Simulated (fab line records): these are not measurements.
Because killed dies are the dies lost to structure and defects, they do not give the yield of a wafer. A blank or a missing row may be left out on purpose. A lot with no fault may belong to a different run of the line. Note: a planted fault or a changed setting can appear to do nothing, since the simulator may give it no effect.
Split-lot experiment | flow n5_finfet | 21 wafers read across 7 lots, on a route 1938 steps long

## SPLIT DETAILS
At N5_SDB_COAT_05 (resist thk 90 nm), the setting spin_rpm was moved away from the recipe's 1500 rpm on 8 of the 21 wafers read, by -9.1% to +3.0%. For the rest of the wafers, this setting stayed at what the recipe calls for.

## FROM THE SPLIT TO THE READING: what the file shows between them, 5 steps
- N5_SDB_EBR_07
- N5_SDB_SOFTBAKE_06: time 60 s
- N5_SDB_EXPOSE_08: exposes mask SDB
- N5_SDB_PEB_09: peb time 60 s
- N5_SDB_DEVELOP_10: develop time 30 s

## THE READING
CAR-ArF_of_SDB_COAT_05.thk_nm (the simulator's own value, which no gauge read), in nm, at N5_SDB_DESCUM_16 (chemistry O2, time 7.9 s). There is no usual value for it anywhere in the file. Across the 13 wafers here that went through the recipe, the average is 83.5 nm and the standard deviation 0.24 nm.

wafer  | tool, chamber at the split | spin_rpm as run, rpm | against the recipe | CAR-ArF_of_SDB_COAT_05.thk_nm, nm | against lot-mates on the recipe
L074.1 | litho_track-02, 0          | 1397                 | -6.9%              | 86.8                              | +3.2
L074.5 | litho_track-02, 0          | 1500                 | recipe             | 83.6                              | -
L074.6 | litho_track-02, 0          | 1397                 | -6.9%              | 87                                | +3.4
L079.2 | litho_track-02, 0          | 1397                 | -6.9%              | 87                                | +3.1
L079.3 | litho_track-02, 0          | 1500                 | recipe             | 84                                | -
L079.5 | litho_track-02, 0          | 1500                 | recipe             | 83.8                              | -
L082.1 | litho_track-01, 0          | 1500                 | recipe             | 83.6                              | -
L082.2 | litho_track-01, 0          | 1500                 | recipe             | 83.2                              | -
L082.3 | litho_track-01, 0          | 1500                 | recipe             | 83.4                              | -
L084.2 | litho_track-05, 0          | 1398                 | -6.8%              | 86.8                              | +3.1
L084.3 | litho_track-05, 0          | 1500                 | recipe             | 83.6                              | -
L084.5 | litho_track-05, 0          | 1500                 | recipe             | 83.8                              | -
L086.1 | litho_track-05, 0          | 1363                 | -9.1%              | 87.8                              | +4.2
L086.2 | litho_track-05, 0          | 1363                 | -9.1%              | 87.8                              | +4.2
L086.6 | litho_track-05, 0          | 1500                 | recipe             | 83.6                              | -
L091.1 | litho_track-02, 0          | 1500                 | recipe             | 83.4                              | -
L091.3 | litho_track-02, 0          | 1545                 | +3.0%              | 82                                | -1.4
L091.5 | litho_track-02, 0          | 1545                 | +3.0%              | 82                                | -1.4
L095.1 | litho_track-01, 0          | 1500                 | recipe             | 83.2                              | -
L095.2 | litho_track-01, 0          | 1500                 | recipe             | 83.2                              | -
L095.4 | litho_track-01, 0          | 1500                 | recipe             | 83.4                              | -

FIT RESULTS
A straight line over all 21 wafers: CAR-ArF_of_SDB_COAT_05.thk_nm changes by -0.483 nm for each +1% of spin_rpm; r = -0.99; the points scatter about the line by 0.21 nm.
The same after taking each lot's own level away (the mean of its wafers on the recipe; 21 wafers): -0.464 nm for each +1%; r = -1.00; scatter 0.1 nm.
On that fit, the largest move of spin_rpm shifts the reading by 4.2 nm.
Measured against the standard deviation above, the lots' own levels, which go from 83.27 to 83.90 nm, span 2.6 times it.
Consequently the slope shifts little with the lot-to-lot level, the two slopes agreeing.
Check: for one of the wafers moved furthest among these (-9.1%), held out of the fit, the line's prediction against its lot-mates is +4.25 nm. Against them it came out at +4.2 nm.

## THE WHOLE CHAIN: every reading that the file lists as answering this split, in the file's order
step              | what it does             | reading                                                                        | change (the file's fit)               | r (the file's)
N5_SDB_COAT_05    | resist thk 90 nm         | CAR-ArF_of_SDB_COAT_05.thk_nm (the simulator's own value, which no gauge read) | -0.454 nm for each +1% of the setting | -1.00
N5_SDB_DEVELOP_10 | develop time 30 s        | CAR-ArF_of_SDB_COAT_05.thk_nm (the simulator's own value, which no gauge read) | -0.469 nm for each +1% of the setting | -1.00
N5_SDB_DESCUM_16  | chemistry O2, time 7.9 s | CAR-ArF_of_SDB_COAT_05.thk_nm (the simulator's own value, which no gauge read) | -0.462 nm for each +1% of the setting | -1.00

## FILE'S OWN FIT
CAR-ArF_of_SDB_COAT_05.thk_nm changes by -0.462 nm for each +1% of spin_rpm, r = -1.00.
